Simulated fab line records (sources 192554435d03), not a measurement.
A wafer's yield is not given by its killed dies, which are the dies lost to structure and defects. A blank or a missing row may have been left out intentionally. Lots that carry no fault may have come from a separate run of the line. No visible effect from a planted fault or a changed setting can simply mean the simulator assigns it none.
A struck lot beside a sound one -- flow n5-finfet -- 37 steps out of a route of 1938
Sound: these wafers, L666.4, L666.5, L666.6. Struck: wafers L654.3, L654.4 (left out: L654.5, a lot-mate that was not struck); the cause follows at the end.
Each step with rows lists, per side, the tool, then ch with its chambers, then its first start. Under that, the readings that differ: sound wafers -- struck wafers -- difference of the means -- sigmas: that difference in standard deviations of wafers without a fault.
alike: same words and numbers on both sides, and readings whose means sit less than 2 such deviations apart. not compared: any withheld reading, any reading some wafer has no value for, any bound like >300 that may hide the same value, and any number with overlapping values for which the record gives no deviation.
Wherever a step has rows on one side only, a row that says differs or no value, or a row with sigmas, the two part there. When numbers do not overlap yet have no deviation, they are printed without sigmas and do not part them. Lack of a reading on every wafer of one side parts them only where that side has two or more wafers.

first, 9 steps without rows for these wafers: N5_PMOS_HMC_CHANNEL_EPI_EXPOSE_06 (exposes mask PMOS HMC BLK, target cd 240 nm); N5_PMOS_HMC_CHANNEL_EPI_PEB_07 (peb time 60 s); N5_PMOS_HMC_CHANNEL_EPI_DEVELOP_08 (develop time 30 s); N5_PMOS_HMC_CHANNEL_EPI_DESCUM_14 (chemistry O2, time 7.9 s); N5_PMOS_HMC_CHANNEL_EPI_ETCH_32 (etches BARC in N2/H2, stops on SiO2, target depth 85.8 nm, time 50.3 s); N5_PMOS_HMC_CHANNEL_EPI_HM_OPEN_15 (chemistry CHF3/O2, target SiO2, target depth 40.6 nm, time 20.3 s); N5_PMOS_HMC_CHANNEL_EPI_STRIP_33 (strips in N2/H2); N5_PMOS_HMC_CHANNEL_EPI_STRIP_17 (strips in SPM, time 750 s); N5_PMOS_HMC_CHANNEL_EPI_ETCH_38 (etches SiO2 in CF4, target depth 1.5 nm).
N5_PMOS_HMC_CHANNEL_EPI_FIN_RECESS_16: chemistry HBr/Cl2, target Si, target depth 54 nm, time 18 s.
  sound on rie-si-04 ch 2,3, day 7 11:47; struck on rie-si-04 ch 2,3, day 4 11:37
reading,sound,struck,difference,sigmas
model.PMOS_HMC_CHANNEL_EPI.feature-depth-nm (nm),54.14 53.84 53.92,60.38 59.78,+6.11,
model.etch.depth-nm (nm),54.14 53.84 53.92,60.38 59.78,+6.11,
  alike: drypump-motor-current-A, he-backside-leak-sccm, oes-product-au, throttle-valve-pct
  not compared: rf-hours-counter-h
then, 7 steps without rows for these wafers: N5_PMOS_HMC_CHANNEL_EPI_PRECLEAN_36 (cleans in O3/DIW, time 45 s); N5_PMOS_HMC_CHANNEL_EPI_PRECLEAN_18 (cleans in DHF, time 30 s); N5_PMOS_HMC_CHANNEL_EPI_SRD_19 (time 30 s); N5_PMOS_HMC_CHANNEL_EPI_EPI_20 (deposits SiGe30, target thk 59 nm); N5_PMOS_HMC_CHANNEL_EPI_HM_STRIP_35 (strips SiO2 in dHF, material SiO2, target depth 39.6 nm, time 216 s); N5_PMOS_HMC_CHANNEL_EPI_SRD_39 (time 30 s); N5_PMOS_HMC_CHANNEL_EPI_CMP_21 (polishes SiGe30, target thk 54 nm).
N5_PMOS_HMC_CHANNEL_EPI_THK_MEAS_22:
  sound on film-metro-02 at day 7 13:35; struck on film-metro-02 at day 4 13:25
reading,sound,struck,difference,sigmas
HMC_CMP_THK (nm),54.1 53.9 54.1,59.2 59.1,+5.1,+6
then, 17 steps without rows for these wafers: N5_PMOS_HMC_CHANNEL_EPI_PRECLEAN_40 (cleans in DHF, time 30 s); N5_PMOS_HMC_CHANNEL_EPI_PRECLEAN_37 (cleans in O3/DIW, time 45 s); N5_PMOS_HMC_CHANNEL_EPI_PRECLEAN_24 (cleans in DHF, time 30 s); N5_PMOS_HMC_CHANNEL_EPI_SRD_25 (time 30 s); N5_PMOS_HMC_CHANNEL_EPI_EPI_26 (deposits Si from SiH4/H2, target thk 3.8 nm, time 22.7 s); N5_FIN_SAQP_PRECLEAN_42 (cleans in O3/DIW, time 60 s); N5_FIN_SAQP_PRECLEAN_00 (cleans in SC1, time 60 s); N5_FIN_SAQP_PRECLEAN_44 (cleans in SC2, time 45 s); N5_FIN_SAQP_SRD_01 (time 30 s); N5_FIN_SAQP_ALD_61 (deposits SiO2, target thk 4 nm, pulse time 1 s, purge time 2 s); N5_FIN_SAQP_DENSIFY_62 (time 60 s); N5_FIN_SAQP_HM_DEP_03 (deposits SiNx from SiH4/NH3/N2, target thk 38 nm, time 33.6 s); N5_FIN_SAQP_PECVD_47 (deposits a-Si from SiH4/He, target thk 45 nm, time 36.3 s); N5_FIN_SAQP_PECVD_48 (deposits SiNx from SiH4/NH3/N2, target thk 25 nm, time 22.1 s); N5_FIN_SAQP_PECVD_06 (deposits a-Si from SiH4/He, target thk 60 nm, time 48.1 s); N5_FIN_SAQP_HM_DEP_72 (deposits SiO2 from SiH4/N2O, target thk 12 nm, time 7.2 s); N5_FIN_SAQP_COAT_49 (time 60 s, resist thk 100 nm).
-- the record jumps here: 6 days lie between the struck wafers' starts before and after (it left off in module FIN_SAQP and takes up again in module BEOL_M4, whose first step shown is number 1111 of the route) --
N5_BEOL_M4_RC_MEAS_101:
  sound on prober-01 ch 0, day 15 20:11; struck on prober-02 ch 0, day 10 21:20
reading,sound,struck,difference,sigmas
CJ_P,5.90 5.89 5.87,4.33 4.47,-1.49,-8
SS_P (mV/dec),73.1 73.1 72.3,75.3 73.5,+1.6,+2
  alike: DIBL_N, DIBL_P, IOFF_N, IOFF_P, ION_N, ION_P, SS_N, VT_N, VT_P
-- record jumps: 5 days separate the struck wafers' starts on either side; left off in module BEOL_M4, taken up again in module PASSIVATION, whose first shown step is the route's number 1936 --
N5_PASSIVATION_PROBE_49:
  sound on prober-01 at day 20 14:27; struck on prober-02 at day 15 15:23
  alike: defect-limited-yield, killed_at_M0_to_M3, killed_at_M4_up, killed-at-contacts, killed-at-front-end, killed-at-other, killed-dies, killed-open, killed-short, sort_bin_5_function, sort_bin_6_memory, sort_bin_8_speed, sort-n-pass, sort-yield-pct

WHERE THEY PART
At N5_PMOS_HMC_CHANNEL_EPI_THK_MEAS_22 first; at N5_BEOL_M4_RC_MEAS_101 last (within this record only). Later steps at which nothing parts them and some readings are alike: N5_PASSIVATION_PROBE_49.

WHY: what had been put in by the simulator
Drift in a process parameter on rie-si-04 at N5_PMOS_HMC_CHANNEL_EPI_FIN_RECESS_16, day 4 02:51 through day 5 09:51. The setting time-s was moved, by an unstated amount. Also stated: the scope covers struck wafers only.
